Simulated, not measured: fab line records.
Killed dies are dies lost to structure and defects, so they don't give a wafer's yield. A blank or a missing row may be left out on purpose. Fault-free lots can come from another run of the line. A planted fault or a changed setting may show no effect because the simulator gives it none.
Matching of chambers || flow n5Finfet || 3 sister chambers for N5_BEOL_M5_PRE_CLEAN_77 on cvdCo-01
The step time 15 s. 3 wafers are shown with their chamber, then 9 later ones without.

## WAFERS WITH THEIR CHAMBER
{"wafer": "L086.3", "chamber": 2, "heaterPowerW (W)": 99}
{"wafer": "L093.1", "chamber": 1, "heaterPowerW (W)": 62}
{"wafer": "L093.6", "chamber": 0, "heaterPowerW (W)": 103}

## WAFERS WHOSE CHAMBER IS MISSING
{"wafer": "L094.2", "heaterPowerW (W)": 99}
{"wafer": "L094.3", "heaterPowerW (W)": 64}
{"wafer": "L094.6", "heaterPowerW (W)": 65}
{"wafer": "L095.1", "heaterPowerW (W)": 64}
{"wafer": "L095.2", "heaterPowerW (W)": 98}
{"wafer": "L095.5", "heaterPowerW (W)": 100}
{"wafer": "L097.1", "heaterPowerW (W)": 101}
{"wafer": "L097.2", "heaterPowerW (W)": 94}
{"wafer": "L097.5", "heaterPowerW (W)": 103}

## EACH ONE'S CHAMBER
{"wafer": "L094.2", "from the rows above": "can't be placed: 2 or 0", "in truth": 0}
{"wafer": "L094.3", "from the rows above": 1, "in truth": 1}
{"wafer": "L094.6", "from the rows above": 1, "in truth": 1}
{"wafer": "L095.1", "from the rows above": 1, "in truth": 1}
{"wafer": "L095.2", "from the rows above": "can't be placed: 2 or 0", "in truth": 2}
{"wafer": "L095.5", "from the rows above": "can't be placed: 2 or 0", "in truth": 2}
{"wafer": "L097.1", "from the rows above": "can't be placed: 0 or 2", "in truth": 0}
{"wafer": "L097.2", "from the rows above": "can't be placed: 2 or 0", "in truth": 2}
{"wafer": "L097.5", "from the rows above": "can't be placed: 0 or 2", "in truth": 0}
3 of 9 placed correctly. From these rows, 6 cannot be placed; in 6 the true chamber is one of the candidates. Wrongly placed: 0.
How it was worked out, from the rows above alone: a wafer's distance from a chamber is the root of the sum, over the readings, of the square of ((its reading less the chamber's mean) divided by the reading's scatter). If the next closest chamber is less than 2 further off than the closest, the wafer can't be placed; otherwise it belongs to the closest. A chamber's mean is the mean of its shown wafers. The scatter (one wafer shown for each chamber): square how far every hidden wafer sits from the nearest shown wafer, average those squares and take the square root.
